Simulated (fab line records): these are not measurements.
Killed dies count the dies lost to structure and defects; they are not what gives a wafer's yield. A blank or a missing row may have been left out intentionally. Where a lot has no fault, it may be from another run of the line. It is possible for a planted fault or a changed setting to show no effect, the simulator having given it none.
8D (eight disciplines) problem report, filled in by code | flow n5-finfet | the parts of the form that need people (team, actions taken, sign-off) are left out

== 1. PROBLEM STATEMENT ==
Wafers without a fault read 4, standard deviation 3.1; killed-at-other at N5_PASSIVATION_PROBE_49 reads a mean of 1065 on 9 wafers belonging to 3 lots. That is +99 or more standard deviations from the usual mean.
First seen on wafer L390.2, day 17 15:27, on prober-02. The record holds 15 wafers of 5 lots with a number at this step. By rule, "out" or "out of limits" means more than 4 standard deviations away from the usual mean. Any other wafer with a number is counted as sound.

== 2. WHAT IT IS, AND WHAT IT ISN'T ==
question                    | is                                                                                                                  | is not
which readings at this step | killed-at-other, defect-limited-yield, killed-dies, killed-on-rim, sort_bin_5_function, sort-n-pass, sort-yield-pct | killed_at_M0_to_M3, killed_at_M4_up, killed-at-contacts, sort_bin_6_memory
which lots                  | L390, L391, L392                                                                                                    | L384, L396
which wafers of those lots  | all that have a number                                                                                              | -
read on which tools         | prober-02                                                                                                           | prober-01
when                        | from day 17 15:27                                                                                                   | up to then (3 sound wafers); but 3 sound wafers of L396 came after

== 3. SUSPECTS, AND WHAT RULES EACH OUT ==
Counting: a tool stays on the suspect list if, at a process step up to the reading, it processed all lots that are out and no sound lot following the first of them.
- pvd-sputter-01 at N5_MIM_TOP_DEGAS_04 (time 60 s): kept. It ran every lot that is out, first L390 (day 17 03:54), and no sound lot after that.
- pvd-sputter-01 at N5_MIM_TOP_SPUTTER_03 (material TiN, target thk 35 nm, time 89.7 s): kept. It ran every lot that is out, first L390 (day 17 03:56), and no sound lot after that.
- prober-02 at N5_PASSIVATION_PROBE_49: ruled out as a lasting fault. Sound lots L396 ran on it after its first lot that is out, L390 (day 17 15:27).
What counting leaves: pvd-sputter-01 at N5_MIM_TOP_DEGAS_04 and pvd-sputter-01 at N5_MIM_TOP_SPUTTER_03.

== 4. THE CAUSE (what the simulator had put in) ==
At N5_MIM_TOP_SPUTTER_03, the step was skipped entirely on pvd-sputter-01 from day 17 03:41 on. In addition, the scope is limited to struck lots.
This tool is one of the 2 suspects left after counting.

== 5. THE CHAIN OF EFFECTS, in route order ==
One row per reading whose mean, taken over the struck wafers that have a number, lies over 3 standard deviations from the usual. Only readings for which the record gives a usual standard deviation are gone through. hours: the time from each lot's start at the first step in this table that gives one to its start at this step, as a median over the lots. sigmas: the change in usual standard deviations.
hours | step                    | reading              | usual  | on struck wafers | change | sigmas
0     | N5_PASSIVATION_PROBE_49 | defect-limited-yield | 91.5 % | 0.0              | -91.5  | -61
0     | N5_PASSIVATION_PROBE_49 | killed-at-other      | 4      | 1065             | +1061  | +99 or more
0     | N5_PASSIVATION_PROBE_49 | killed-dies          | 101    | 1180             | +1079  | +60
0     | N5_PASSIVATION_PROBE_49 | killed-on-rim        | 13     | 152              | +139   | +36
0     | N5_PASSIVATION_PROBE_49 | sort_bin_5_function  | 5.0 %  | 95.9             | +90.9  | +91
0     | N5_PASSIVATION_PROBE_49 | sort-n-pass          | 1079   | 0                | -1079  | -60
0     | N5_PASSIVATION_PROBE_49 | sort-yield-pct       | 91.5 % | 0.0              | -91.5  | -61
The process steps in it:
- N5_PASSIVATION_PROBE_49
Readings that are blank on the struck wafers while sound wafers have them: cathode-dc-power-W at N5_MIM_TOP_SPUTTER_03; chamber-pressure-pa at N5_MIM_TOP_SPUTTER_03; throttle-valve-pct at N5_MIM_TOP_SPUTTER_03.

== 6. HOW IT WOULD HAVE BEEN CAUGHT EARLIER ==
In this record no reading fell out of limits until day 17 15:27, 12 hours after the fault had begun at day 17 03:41.
At N5_MIM_TOP_SPUTTER_03 the tool's readings are blank on the struck wafers, where sound wafers have them: an empty tool record is the first sign, and it was there at once.
L392, from the lots that are out (3), started N5_MIM_TOP_SPUTTER_03 on pvd-sputter-01 later than day 17 15:27. Putting the tool on hold at that point would have spared it.
